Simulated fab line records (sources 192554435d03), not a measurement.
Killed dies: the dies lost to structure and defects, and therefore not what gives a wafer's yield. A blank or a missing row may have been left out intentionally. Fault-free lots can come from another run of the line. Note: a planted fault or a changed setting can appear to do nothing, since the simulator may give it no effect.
Split-lot study -- flow n5-finfet -- 7 lots, 21 wafers read, on a route of 1938 steps

== THE SPLIT ITSELF ==
At N5_BEOL_M14_ILD_DEP_00 (deposits SiO2 from TEOS/O2, target thk 1119.3 nm, time 237.4 s), the setting time-s was moved away from the recipe's 237.4 s on 7 of the 21 wafers read, by -9.6% to +8.3%. All remaining wafers had this setting at the recipe value.

Between the split and the reading, the file records no step.

== THE READING ==
M14_ILD_THK (nm), taken at N5_BEOL_M14_THK_MEAS_01. Typical for fault-free wafers on this fab line: 1121 nm, with standard deviation 15 nm.

wafer,"tool, chamber at the split","time-s as run, s",against the recipe,"M14_ILD_THK, nm",against lot-mates on the recipe
L082.1,"pecvd-01, 0",237.4,recipe,1113,-
L082.2,"pecvd-01, 1",214.5,-9.6%,1022,-104
L082.4,"pecvd-01, 2",237.4,recipe,1139,-
L077.2,"pecvd-04, 1",237.4,recipe,1090,-
L077.4,"pecvd-04, 1",257,+8.3%,1205,+115
L077.5,"pecvd-04, 0",257,+8.3%,1221,+131
L083.2,"pecvd-01, 1",237.4,recipe,1118,-
L083.4,"pecvd-01, 2",237.4,recipe,1116,-
L083.5,"pecvd-01, 1",237.4,recipe,1117,-
L086.1,"pecvd-01, 1",237.4,recipe,1119,-
L086.3,"pecvd-01, 2",225.5,-5.0%,1053,-66
L086.5,"pecvd-01, 1",225.5,-5.0%,1065,-54
L087.1,"pecvd-01, 1",237.4,recipe,1103,-
L087.2,"pecvd-01, 0",248.9,+4.8%,1162,+59
L087.4,"pecvd-01, 2",248.9,+4.8%,1177,+74
L090.2,"pecvd-01, 2",237.4,recipe,1134,-
L090.3,"pecvd-01, 0",237.4,recipe,1101,-
L090.5,"pecvd-01, 0",237.4,recipe,1131,-
L092.1,"pecvd-04, 2",237.4,recipe,1100,-
L092.2,"pecvd-04, 0",237.4,recipe,1114,-
L092.4,"pecvd-04, 0",237.4,recipe,1125,-

THE FIT
A straight line over all 21 wafers: M14_ILD_THK changes by +11 nm for each +1% of time-s; r = +0.96; the points scatter about the line by 13 nm.
The same after taking each lot's own level away (the mean of its wafers on the recipe; 21 wafers): +13 nm for each +1%; r = +0.98; scatter 11 nm.
On that fit, the largest move of time-s shifts the reading by 1.3e+02 nm.
Measured against the standard deviation above, the lots' own levels, which go from 1090.0 to 1126.0 nm, span 2.4 times it.
So the slope is not independent of the lot-to-lot level: the two fits are not the same.
Check: with one of the wafers moved furthest among these (-9.6%) left out of the fit, the line predicts -133 nm for it against its lot-mates. It came out at -104 nm against them.

== OTHER SPLITS APPLIED TO THESE WAFERS ==
Before the reading, these wafers also passed through other splits. Each is held against what the fit with the lots' levels taken away leaves over:
other split on the same wafers,wafers away from the commonest value,r with M14_ILD_THK (lot level and that fit taken away)
N5_BEOL_M9_TRENCH_ETCH_37 source-w,9,-0.12
N5_BEOL_M11_ETCH_62 time-s,8,+0.05
N5_BEOL_M11_COAT_63 spin-rpm,4,+0.33
N5_BEOL_M11_ALD_74 ald-cycles,7,+0.37
N5_BEOL_M12_SPUTTER_44 time-s,8,-0.08

== THE WHOLE CHAIN: every reading that the file lists as answering this split, in the file's order ==
step,what it does,reading,change (the file's fit),r (the file's)
N5_BEOL_M14_ILD_DEP_00,"deposits SiO2 from TEOS/O2, target thk 1119.3 nm, time 237.4 s","SiO2_of_BEOL_M14_ILD_DEP_00.thk-nm (the simulator's own value, which no gauge read)",+12.6 nm for each +1% of the setting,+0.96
N5_BEOL_M14_THK_MEAS_01,,M14_ILD_THK,+12.6 for each +1% of the setting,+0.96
N5_BEOL_M14_VIA_ETCH_16,"etches SiO2 in C4F8/O2/Ar, target depth 1231.3 nm","etch.depth-nm (the simulator's own value, which no gauge read)",+12.6 nm for each +1% of the setting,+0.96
N5_BEOL_M14_VIA_ETCH_16,"etches SiO2 in C4F8/O2/Ar, target depth 1231.3 nm","coat_of_BEOL_M14_COAT_04.thk-nm (the simulator's own value, which no gauge read)",-3.28 nm for each +1% of the setting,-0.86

== THE FILE'S OWN FIT ==
M14_ILD_THK changes by +12.6 nm for each +1% of time-s, r = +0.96.
